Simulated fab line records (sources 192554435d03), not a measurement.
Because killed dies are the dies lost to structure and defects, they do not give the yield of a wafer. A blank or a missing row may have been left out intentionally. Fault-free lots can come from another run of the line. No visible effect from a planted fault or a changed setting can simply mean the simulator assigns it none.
The tool behind it: which one? -- flow n5 finfet -- Sampling: 6 lots, 18 wafers, 4 of 1938 route steps

## WHAT THE GAUGES SHOWED, per wafer
N5_BEOL_M10_CD_MEAS_28: the cd target is 70 nm.
lot,measured,on,cd nm (nm)
L735,day 11 06:34,cd sem-02,69.7 70.3 70.2
L736,day 11 20:38,cd sem-03,70.2 70.0 69.8
L742,day 13 04:02,cd sem-03,70.2 69.8 69.3
L747,day 14 16:22,cd sem-03,80.1 79.4 81.1
L752,day 15 08:16,cd sem-03,69.4 68.3 69.0
L754,day 15 21:28,cd sem-02,69.6 70.8 70.0

## WHAT TOOL EACH LOT RAN ON (gives the tool, then ch and the chambers of the sampled wafers, and finally the start)
lot,N5_BEOL_M10_HM_DEP_02,N5_BEOL_M10_DESCUM_16,N5_BEOL_M10_EXPOSE_25
L735,"pvd sputter-01, day 11 04:10","rie diel-02 ch 0,1,2, day 11 04:46","arfi scanner-02 ch 0, day 11 06:28"
L736,"pvd sputter-03, day 11 18:06","rie diel-01 ch 0,1, day 11 18:41","arfi scanner-01 ch 0, day 11 20:31"
L742,"pvd sputter-01, day 13 01:00","rie diel-02 ch 0,2, day 13 01:27","arfi scanner-02 ch 0, day 13 03:55"
L747,"pvd sputter-03, day 14 15:01","rie diel-05 ch 0,1, day 14 15:28","arfi scanner-02 ch 0, day 14 16:14"
L752,"pvd sputter-03, day 15 06:48","rie diel-01 ch 0,2, day 15 07:23","arfi scanner-01 ch 0, day 15 08:08"
L754,"pvd sputter-01, day 15 20:01","rie diel-01 ch 0,2,3, day 15 20:35","arfi scanner-03 ch 0, day 15 21:20"
- N5_BEOL_M10_HM_DEP_02: deposits TiN, target thk 20 nm.
- N5_BEOL_M10_DESCUM_16: chemistry O2, time 7.9 s.
- N5_BEOL_M10_EXPOSE_25: exposes mask V9.

## THE ANSWER, worked out from the rows above alone
Rule: the usual values come from the lots themselves. Put in order of their means at a reading, lots are off if they are a third of the lots or fewer, leave a main group of 4 or more, and stand apart from it by a gap of 3 or more times the standard deviation of the main group's means; of several such gaps the widest counts. A main group is skipped when, at the precision printed for the reading in the tables above, its means are all equal. A lot without any number at a reading at which 4 lots or more have one is off too. The other lots that the step has rows for count as sound.
Off at N5_BEOL_M10_CD_MEAS_28 (cd nm): L747. For the main group the mean is 69.8 nm and the standard deviation 0.45.
If a tool, at a process step before that reading, ran all the lots that are off and no sound lot after the first of them, it fits. Gauges at N5_BEOL_M10_CD_MEAS_28: tried the same way as those tools. Undecided on this evidence; 2 tools fit (rie diel-05 at N5_BEOL_M10_DESCUM_16, arfi scanner-02 at N5_BEOL_M10_EXPOSE_25).

## WHAT HAD BEEN PUT IN BY THE SIMULATOR
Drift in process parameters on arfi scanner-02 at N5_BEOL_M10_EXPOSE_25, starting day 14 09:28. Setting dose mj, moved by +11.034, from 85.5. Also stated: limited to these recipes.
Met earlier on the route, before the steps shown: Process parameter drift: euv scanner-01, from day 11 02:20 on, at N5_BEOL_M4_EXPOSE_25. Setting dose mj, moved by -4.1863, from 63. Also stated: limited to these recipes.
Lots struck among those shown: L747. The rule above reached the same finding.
